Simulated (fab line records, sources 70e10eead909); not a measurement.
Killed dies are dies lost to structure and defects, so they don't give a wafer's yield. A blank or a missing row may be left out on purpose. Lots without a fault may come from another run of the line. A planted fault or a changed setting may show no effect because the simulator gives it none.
fab line records | flow nand_harc | part 1 of 2: steps 1 to 4 of 6
record lots=20 wafers=60 last_day=34
route steps=1302 shown A_CHANNEL_FILL_D2@619 A_STAIRCASE@650
lots that met no fault: from a run of the same line without faults
start_h: hours from the record's first day to the start of the lot's first wafer shown | wait_h: hours since the lot's step before | " the same as in the row above | L1.1+2: a row that stands for several wafers | - no value, or no start given | * or withheld: withheld | < > ~ a bound
route shown NAME@n: a module of which the file shows steps, and the number in the route of the first | usual: mean/standard deviation of fault-free wafers | same: alike in all rows | chamber/n: place in a boat | sites: the reading at each site | _std_site: their standard deviation | _edge_site: outer sites' mean less inner sites' | radius_mm: how far each site lies from the wafer's centre | mask NAME#n: copy n | behind: the tool/chamber that last shaped the wafer | hold: why the lot was held/for how many hours/how that ended | device: the transistor (n, p or np) that didn't switch | end of line: the same wafers' tests at the end of the route | a step without rows: its recipe alone | killed: dies lost to structure and defects at the first sort, not the wafer's yield | map: a wafer's dies, x killed, . not, _ none there
set.NAME: the setting as run; set.NAME@STEP: as run at that earlier step | model.NAME: the simulator's own value behind a step, which no gauge read
steps of the route over a sample of lots; a table a step, a row a wafer
services: from which hour (start_h, from the record's first day; less than 0 if before it) a tool's chamber was out of use, for how many hours, and why
## steps
# step NHARC_A_CHANNEL_FILL_D2_ETCHBACK_19
# recipe target_depth_a=50 time_s=1.7 hbr_flow_sccm=150 cl2_flow_sccm=50 rf_w=400 icp_w=400 bias_w=100 chemistry=HBr/Cl2
# usual drypump_motor_current_A=5.9/0.41 hbr_flow_sccm=150.1/0.5 oes_product_au=1.000/0.01 throttle_valve_pct=26.406/0.0097
# same time_s=1.7
# columns lot.wafer tool chamber start_h wait_h drypump_motor_current_A hbr_flow_sccm oes_product_au rf_hours_counter_h throttle_valve_pct
L074.2 rie_si-01 1 324.43 0.4 6.1 149.3 0.995 0.47 26.402
L074.4 " 3 " " 6.2 150.1 0.987 0.69 26.409
L074.5 " 2 " " 6.0 149.6 0.993 - 26.405
L075.2 rie_si-04 3 337.57 0.4 5.9 150.7 1.012 1.03 26.401
L075.3 " 2 " " 5.0 150.1 0.992 1.14 26.392
L075.5 " 3 " " 5.9 151.0 1.010 - 26.415
L076.2 rie_si-06 1 354.17 0.4 6.1 150.1 1.009 0.61 26.399
L076.4 " 2 " " 6.2 149.5 1.000 0.60 26.400
L076.1 " 0 " " 5.2 150.8 1.002 0.51 26.414
L077.4 rie_si-01 3 354.19 0.4 6.2 149.7 0.988 0.90 26.408
L077.2 " 0 " " 5.4 150.4 0.995 0.75 26.408
L077.6 " 3 " " 6.2 150.1 0.998 - 26.403
L078.2 rie_si-04 3 368.78 0.4 5.8 150.2 1.010 0.09 26.396
L078.3 " 0 " " 5.7 151.8 0.992 0.02 26.424
L078.6 " 1 " " 6.2 149.7 0.997 - 26.422
L080.3 rie_si-06 0 391.60 0.4 5.2 149.5 1.002 0.73 26.401
L080.4 " 1 " " 6.2 149.8 1.011 0.87 26.394
L080.6 " 0 " " 5.2 150.1 0.997 - 26.393
L079.2 rie_si-04 0 391.61 0.4 5.7 150.6 0.989 0.16 26.408
L079.4 " 2 " " 5.0 149.1 1.002 0.34 26.409
L079.6 " 0 " " 5.7 150.3 0.993 - 26.386
L082.2 rie_si-06 1 408.33 0.4 6.1 149.6 1.001 0.96 26.409
L082.5 " 2 " " 6.2 150.4 1.008 - 26.408
L082.6 " 3 " " 6.3 150.7 0.998 - 26.427
L083.1 rie_si-06 3 420.45 0.4 6.3 149.9 0.991 0.96 26.396
L083.4 " 0 " " 5.2 149.8 0.998 0.92 26.405
L083.6 " 2 " " 6.2 149.5 1.005 - 26.405
L085.2 rie_si-01 2 431.09 0.4 6.0 149.5 0.995 0.29 26.392
L085.3 " 0 " " 5.4 150.1 1.022 0.24 26.420
L085.5 " 2 " " 5.9 150.5 1.002 - 26.411
L084.4 rie_si-04 1 431.12 0.4 6.2 149.8 0.992 0.66 26.410
L084.5 " 3 " " 5.9 150.6 1.006 - 26.410
L084.6 " 0 " " 5.7 149.7 0.989 - 26.394
L086.3 rie_si-01 1 445.76 0.4 6.1 149.1 1.015 0.40 26.409
L086.2 " 2 " " 6.0 150.7 1.002 0.43 26.397
L086.6 " 2 " " 6.0 150.6 1.001 - 26.400
L088.3 rie_si-04 0 469.35 0.4 5.7 149.6 0.995 0.75 26.403
L088.4 " 1 " " 6.2 149.7 0.998 0.91 26.394
L088.6 " 2 " " 5.0 150.7 0.994 - 26.387
L090.2 rie_si-01 2 484.75 0.4 6.0 150.1 1.001 0.64 26.410
L090.1 " 3 " " 6.2 148.9 1.013 0.59 26.402
L090.6 " 3 " " 6.2 149.9 1.009 - 26.412
L091.3 rie_si-01 2 506.11 0.4 6.0 149.8 0.997 0.77 26.414
L091.2 " 1 " " 6.2 149.7 1.010 0.80 26.402
L091.6 " 3 " " 6.2 149.7 1.005 - 26.417
L092.2 rie_si-06 3 506.13 0.4 6.4 150.4 0.995 0.37 26.415
L092.1 " 0 " " 5.2 149.5 1.013 0.41 26.402
L092.6 " 1 " " 6.1 151.2 1.016 - 26.406
L093.3 rie_si-04 0 516.69 0.4 5.7 150.6 1.000 1.09 26.421
L093.2 " 1 " " 6.2 150.6 1.003 1.23 26.397
L093.4 " 2 " " 5.0 150.3 0.979 1.02 26.400
L094.1 rie_si-06 0 552.62 0.4 5.2 150.0 1.006 0.76 26.420
L094.2 " 2 " " 6.2 149.8 0.989 0.71 26.392
L094.5 " 0 " " 5.2 150.7 1.016 - 26.410
L096.1 rie_si-06 3 552.69 0.4 6.3 151.0 0.996 0.64 26.408
L096.4 " 1 " " 6.1 150.3 1.017 0.74 26.399
L096.3 " 2 " " 6.1 149.7 0.999 0.73 26.410
L097.2 rie_si-06 2 568.63 0.4 6.1 150.0 0.993 0.74 26.402
L097.5 " 2 " " 6.2 149.6 0.990 - 26.417
L097.6 " 3 " " 6.3 149.3 0.987 - 26.393
# step NHARC_A_CHANNEL_FILL_D2_STRIP_28
# recipe time_s=20 o2_flow_sccm=500 ar_flow_sccm=0 bias_w=0 chemistry=O2
# usual drypump_motor_current_A=5.7/0.41 oes_product_au=1.003/0.011 rf_vpp_V=57.9/0.89 showerhead_plenum_p_Torr=3.57/0.17 throttle_valve_pct=17.037/0.0093
# same time_s=20
# columns lot.wafer tool chamber start_h wait_h drypump_motor_current_A oes_product_au rf_hours_counter_h rf_vpp_V showerhead_plenum_p_Torr throttle_valve_pct
L074.2 rie_diel-02 3 324.65 0.1 6.1 0.997 24 58.1 3.68 17.025
L074.4 " 1 " " 5.0 1.019 24 59.6 3.65 17.041
L074.5 " 0 " " 5.7 0.991 - 59.6 3.66 17.033
L075.3 rie_diel-05 0 337.79 0.1 6.1 1.001 1 58.5 3.37 17.012
L075.2 " 2 " " 5.9 1.008 1 57.1 3.76 17.037
L075.5 " 0 " " 6.1 1.005 - 58.3 3.37 17.052
L076.1 rie_diel-05 2 354.39 0.1 5.9 0.991 1 58.5 3.76 17.037
L076.2 " 3 " " 5.4 1.009 1 57.3 3.78 17.030
L076.4 " 0 " " 6.1 1.008 1 58.1 3.37 17.046
L077.2 rie_diel-02 0 354.39 0.1 5.7 0.999 29 58.7 3.66 17.049
L077.4 " 2 " " 5.3 0.999 7 57.8 3.31 17.036
L077.6 " 1 " " 5.0 1.013 - 57.9 3.65 17.044
L078.2 rie_diel-09 2 368.97 0.1 5.3 0.990 1 57.4 3.32 17.041
L078.3 " 0 " " 4.9 1.008 1 56.1 3.52 17.050
L078.6 " 2 " " 5.3 0.992 - 57.1 3.32 17.026
L080.4 rie_diel-05 3 391.81 0.1 5.4 0.997 3 58.1 3.78 17.046
L080.3 " 2 " " 5.9 0.989 3 58.3 3.76 17.044
L080.6 " 3 " " 5.4 0.996 - 57.9 3.78 17.037
L079.2 rie_diel-09 2 391.82 0.1 5.3 0.998 1 57.8 3.32 17.025
L079.4 " 0 " " 4.9 0.998 1 59.6 3.52 17.033
L079.6 " 2 " " 5.3 0.993 - 57.5 3.32 17.045
L082.2 rie_diel-02 3 408.53 0.1 6.1 0.999 1 58.7 3.67 17.027
L082.6 " 3 " " 6.1 0.987 - 58.2 3.67 17.049
L082.5 " 1 " " 5.0 1.016 - 59.0 3.64 17.033
L083.1 rie_diel-02 3 420.66 0.1 6.1 0.990 4 57.1 3.67 17.045
L083.4 " 1 " " 5.0 1.016 3 56.7 3.64 17.040
L083.6 " 2 " " 5.3 0.986 - 58.5 3.30 17.047
L085.3 rie_diel-05 0 431.32 0.1 6.1 0.996 0 56.9 3.36 17.033
L085.2 " 2 " " 5.9 1.003 0 58.6 3.76 17.046
L085.5 " 0 " " 6.1 1.007 - 58.4 3.36 17.029
L084.4 rie_diel-09 2 431.32 0.1 5.3 0.993 3 57.1 3.32 17.042
L084.6 " 0 " " 4.9 1.018 - 58.0 3.51 17.044
L084.5 " 1 " " 5.9 1.004 - 59.1 3.59 17.033
L086.2 rie_diel-09 3 445.98 0.1 5.8 0.995 4 58.1 3.57 17.030
L086.3 " 0 " " 4.9 1.011 4 58.5 3.51 17.030
L086.6 " 2 " " 5.3 1.000 - 56.9 3.32 17.023
L088.4 rie_diel-05 1 469.55 0.1 6.2 1.017 1 58.5 3.57 17.030
L088.3 " 3 " " 5.4 0.991 1 58.0 3.78 17.023
L088.6 " 0 " " 6.1 0.998 - 56.1 3.36 17.031
L090.2 rie_diel-05 2 484.97 0.1 5.9 1.013 1 57.8 3.76 17.027
L090.1 " 3 " " 5.4 1.007 1 56.3 3.78 17.040
L090.6 " 2 " " 5.9 1.011 - 58.2 3.76 17.045
L092.2 rie_diel-09 1 506.33 0.1 5.9 1.013 0 58.4 3.59 17.034
L092.1 " 3 " " 5.8 1.009 0 57.3 3.57 17.042
L092.6 " 1 " " 5.9 1.007 - 59.0 3.59 17.025
L091.3 rie_diel-05 1 506.34 0.1 6.2 1.024 2 57.5 3.57 17.027
L091.2 " 3 " " 5.4 1.000 2 58.3 3.78 17.043
L091.6 " 1 " " 6.2 1.026 - 57.4 3.57 17.041
L093.2 rie_diel-05 3 516.90 0.1 5.4 1.001 2 58.1 3.78 17.029
L093.4 " 0 " " 6.1 1.014 3 57.2 3.36 17.019
L093.3 " 1 " " 6.2 1.018 3 58.3 3.57 17.034
L094.2 rie_diel-09 1 552.83 0.1 5.9 1.006 1 57.9 3.59 17.036
L094.1 " 2 " " 5.2 1.000 1 57.5 3.32 17.037
L094.5 " 2 " " 5.2 0.998 - 57.0 3.32 17.030
L096.4 rie_diel-05 2 552.91 0.1 5.9 1.010 4 56.1 3.76 17.035
L096.1 " 3 " " 5.4 1.004 4 59.1 3.78 17.031
L096.3 " 1 " " 6.2 1.029 4 59.6 3.57 17.041
L097.2 rie_diel-05 2 568.86 0.1 5.9 0.997 4 58.4 3.76 17.030
L097.6 " 3 " " 5.4 0.999 - 59.4 3.78 17.030
L097.5 " 0 " " 6.1 0.995 - 56.9 3.36 17.048
# step NHARC_A_STAIRCASE_DESCUM_168
# recipe time_s=3 o2_flow_sccm=200 ar_flow_sccm=0 bias_power_w=0 chemistry=O2
# usual drypump_motor_current_A=5.6/0.48 oes_product_au=0.999/0.0097 rf_vpp_V=57.6/0.91 showerhead_plenum_p_Torr=1.92/0.1 throttle_valve_pct=11.310/0.0096
# same time_s=3
# columns lot.wafer tool chamber start_h wait_h drypump_motor_current_A oes_product_au rf_hours_counter_h rf_vpp_V showerhead_plenum_p_Torr throttle_valve_pct
L074.2 rie_diel-04 2 350.71 - 5.3 0.982 51 56.4 1.78 11.301
L074.5 " 2 " " 5.3 0.997 - 56.6 1.78 11.297
L074.4 " 3 " " 5.2 0.990 - 56.1 1.81 11.301
L075.3 rie_diel-13 0 363.04 - 6.1 1.003 5 57.0 1.91 11.306
L075.2 " 1 " " 5.1 1.003 3 57.9 2.06 11.307
L075.5 " 3 " " 6.4 1.013 - 56.9 1.78 11.310
L076.2 rie_diel-13 2 381.33 - 5.6 1.009 7 58.4 1.98 11.308
L076.1 " 3 " " 6.4 1.020 8 58.3 1.78 11.301
L076.4 " 0 " " 6.1 1.005 8 57.0 1.91 11.322
L077.2 rie_diel-04 0 381.64 - 6.3 0.980 4 57.7 1.94 11.310
L077.4 " 1 " " 5.0 1.009 4 57.8 1.98 11.300
L077.6 " 3 " " 5.2 0.995 - 56.1 1.80 11.319
L078.2 rie_diel-13 0 393.01 - 6.1 1.008 11 58.0 1.91 11.292
L078.3 " 1 " " 5.1 0.985 12 57.5 2.06 11.298
L078.6 " 3 " " 6.4 0.999 - 57.9 1.78 11.309
L079.4 rie_diel-11 1 417.58 - 5.7 1.012 53 56.8 1.84 11.309
L079.2 " 2 " " 5.8 0.995 45 58.4 2.03 11.317
L079.6 " 0 " " 5.7 0.992 - 56.5 1.77 11.303
L080.4 rie_diel-04 0 417.73 - 6.3 0.976 18 57.7 1.94 11.302
L080.3 " 1 " " 5.0 0.996 16 57.0 1.98 11.308
L080.6 " 3 " " 5.2 0.979 - 55.8 1.80 11.315
L082.2 rie_diel-11 2 433.38 - 5.8 0.989 49 58.6 2.02 11.317
L082.5 " 2 " " 5.8 0.994 - 58.7 2.02 11.329
L082.6 " 3 " " 5.2 1.007 - 56.6 2.04 11.299
L083.1 rie_diel-13 2 445.65 - 5.6 0.996 31 57.6 1.97 11.322
L083.4 " 0 " " 6.1 1.003 - 57.8 1.90 11.310
L083.6 " 3 " " 6.4 1.002 - 57.2 1.77 11.324
L084.6 rie_diel-04 3 456.23 - 5.2 0.994 - 55.4 1.80 11.315
L084.5 " 0 " " 6.3 0.997 - 58.8 1.93 11.314
L084.4 " 1 " " 5.0 1.023 - 59.1 1.97 11.303
L085.3 rie_diel-13 3 456.36 - 6.4 1.003 35 58.0 1.77 11.301
L085.2 " 0 " " 6.1 1.000 37 57.8 1.90 11.303
L085.5 " 3 " " 6.4 1.016 - 56.9 1.77 11.312
L086.2 rie_diel-04 2 470.89 - 5.3 0.987 29 57.3 1.77 11.315
L086.3 " 3 " " 5.2 0.994 38 56.5 1.79 11.316
L086.6 " 2 " " 5.3 0.990 - 56.5 1.77 11.307
L088.3 rie_diel-04 2 494.14 - 5.3 0.997 36 55.8 1.76 11.316
L088.4 " 3 " " 5.2 0.996 44 58.0 1.79 11.320
L088.6 " 2 " " 5.3 0.992 - 56.9 1.77 11.303
L090.1 rie_diel-13 2 510.77 - 5.6 0.990 57 57.7 1.96 11.302
L090.2 " 0 " " 6.1 1.005 54 58.2 1.89 11.309
L090.6 " 2 " " 5.6 1.006 - 58.3 1.96 11.305
L091.3 rie_diel-13 0 534.06 - 6.1 1.004 1 57.8 1.89 11.325
L091.2 " 1 " " 5.1 0.983 2 56.9 2.04 11.305
L091.6 " 3 " " 6.4 0.997 - 56.9 2.08 11.301
L092.1 rie_diel-11 2 534.27 - 5.8 0.988 34 59.1 2.01 11.305
L092.2 " 3 " " 5.2 0.984 36 59.0 2.03 11.330
L092.6 " 0 " " 5.7 0.987 - 57.9 2.07 11.298
L093.2 rie_diel-04 1 548.50 - 5.0 0.999 2 58.2 1.97 11.309
L093.3 " 0 " " 6.2 0.994 2 57.1 1.92 11.307
L093.4 " 0 " " 6.2 0.993 - 56.4 1.92 11.322
L094.1 rie_diel-13 1 577.50 - 5.1 0.999 8 58.8 2.04 11.334
L094.2 " 3 " " 6.4 1.003 11 59.1 2.07 11.299
L094.5 " 1 " " 5.1 0.998 - 58.7 2.04 11.320
L096.4 rie_diel-11 1 584.13 - 5.7 1.000 48 57.5 1.83 11.327
L096.3 " 2 " " 5.8 1.008 53 58.4 2.01 11.315
L096.1 " 0 " " 5.7 1.003 40 56.5 2.06 11.306
L097.2 rie_diel-04 3 595.76 - 5.2 0.985 13 57.8 1.79 11.303
L097.6 " 2 " " 5.3 0.999 - 57.4 2.07 11.308
L097.5 " 3 " " 5.2 0.988 - 56.8 1.79 11.309
# step NHARC_A_STAIRCASE_TRIM_16
# recipe time_s=211.2 o2_flow_sccm=500 ar_flow_sccm=0 bias_w=0 chemistry=O2
# usual drypump_motor_current_A=5.7/0.47 oes_product_au=1.000/0.0087 rf_vpp_V=57.9/0.99 showerhead_plenum_p_Torr=3.53/0.18 throttle_valve_pct=17.037/0.0097
# same time_s=211.2
# columns lot.wafer tool chamber start_h wait_h drypump_motor_current_A oes_product_au rf_hours_counter_h rf_vpp_V showerhead_plenum_p_Torr throttle_valve_pct
L074.4 rie_diel-11 3 - - 5.2 1.001 32 58.9 3.76 17.025
L074.2 " 1 " " 5.7 1.009 29 56.0 3.42 17.041
L074.5 " 0 " " 5.7 0.994 - 55.8 3.29 17.033
L075.3 rie_diel-11 2 - - 5.8 0.992 32 59.8 3.73 17.025
L075.2 " 3 " " 5.2 0.997 39 58.9 3.76 17.043
L075.5 " 1 " " 5.7 1.001 - 58.2 3.41 17.030
L076.1 rie_diel-13 2 - - 5.7 1.020 7 58.3 3.64 17.030
L076.2 " 3 " " 6.4 1.007 8 57.8 3.30 17.036
L076.4 " 1 " " 5.1 1.005 7 58.4 3.78 17.020
L077.4 rie_diel-11 0 - - 5.7 1.007 49 57.3 3.28 17.041
L077.2 " 1 " " 5.7 1.009 45 56.8 3.41 17.012
L077.6 " 3 " " 5.2 1.001 - 57.9 3.75 17.028
L078.2 rie_diel-11 0 - - 5.7 1.009 53 56.9 3.28 17.037
L078.3 " 1 " " 5.7 0.984 49 57.6 3.41 17.038
L078.6 " 0 " " 5.7 1.001 - 58.6 3.28 17.029
L079.2 rie_diel-11 3 - - 5.2 1.002 53 58.4 3.75 17.027
L079.4 " 1 " " 5.7 1.007 53 57.1 3.41 17.034
L079.6 " 3 " " 5.2 1.005 - 57.5 3.75 17.032
L080.4 rie_diel-11 0 - - 5.7 0.991 58 56.5 3.28 17.044
L080.3 " 2 " " 5.8 0.996 46 58.8 3.72 17.031
L080.6 " 1 " " 5.7 1.000 - 56.4 3.41 17.037
L082.2 rie_diel-04 0 - - 6.2 0.989 24 57.4 3.56 17.038
L082.5 " 1 " " 5.0 1.017 - 57.3 3.64 17.047
L082.6 " 2 " " 5.3 0.996 - 56.7 3.28 17.045
L083.1 rie_diel-13 2 - - 5.6 0.998 32 56.8 3.63 17.018
L083.4 " 3 " " 6.4 1.002 - 57.2 3.29 17.038
L083.6 " 2 " " 5.6 0.999 - 57.7 3.63 17.024
L084.4 rie_diel-13 1 - - 5.1 0.996 26 58.7 3.76 17.021
L084.5 " 3 " " 6.4 1.008 - 56.9 3.28 17.038
L084.6 " 0 " " 6.1 1.006 - 57.4 3.51 17.032
L085.3 rie_diel-13 0 - - 6.1 1.012 39 56.1 3.51 17.034
L085.2 " 1 " " 5.1 0.996 26 57.3 3.76 17.041
L085.5 " 0 " " 6.1 0.998 - 58.6 3.51 17.049
L086.3 rie_diel-04 0 - - 6.3 0.985 40 58.0 3.55 17.019
L086.2 " 3 " " 5.2 0.979 39 57.9 3.32 17.028
L086.6 " 1 " " 5.0 1.006 - 57.0 3.63 17.056
L088.4 rie_diel-04 1 - - 5.0 1.011 44 58.8 3.63 17.030
L088.3 " 2 " " 5.3 0.984 36 57.2 3.27 17.036
L088.6 " 0 " " 6.3 0.997 - 58.3 3.55 17.027
L090.2 rie_diel-13 2 - - 5.6 1.008 59 58.8 3.61 17.044
L090.1 " 0 " " 6.1 0.999 56 57.1 3.50 17.050
L090.6 " 2 " " 5.6 0.997 - 59.0 3.61 17.034
L092.1 rie_diel-11 1 - - 5.7 0.999 34 57.1 3.38 17.035
L092.2 " 2 " " 5.8 0.991 35 58.7 3.70 17.027
L092.6 " 3 " " 5.2 0.994 - 58.6 3.73 17.050
L091.2 rie_diel-13 3 - - 6.4 1.006 2 59.0 3.81 17.044
L091.3 " 2 " " 5.6 1.012 2 58.9 3.61 17.020
L091.6 " 0 " " 6.1 1.003 - 57.3 3.49 17.039
L093.3 rie_diel-13 0 - - 6.1 1.006 8 58.8 3.49 17.025
L093.2 " 2 " " 5.6 1.007 8 59.5 3.60 17.044
L093.4 " 3 " " 6.4 1.007 8 58.8 3.80 17.036
L094.2 rie_diel-04 0 - - 6.3 0.991 12 58.9 3.54 17.052
L094.1 " 1 " " 5.0 0.997 9 59.8 3.61 17.034
L094.5 " 0 " " 6.3 0.988 - 57.4 3.54 17.045
L096.1 rie_diel-04 0 - - 6.3 1.009 15 57.2 3.54 17.031
L096.4 " 0 " " 6.3 1.007 - 57.1 3.54 17.026
L096.3 " 1 " " 5.0 1.006 - 58.9 3.61 17.043
L097.2 rie_diel-04 1 - - 5.0 0.996 16 58.8 3.61 17.038
L097.6 " 2 " " 5.3 0.990 - 57.9 3.80 17.019
L097.5 " 3 " " 5.2 0.986 - 57.4 3.31 17.057
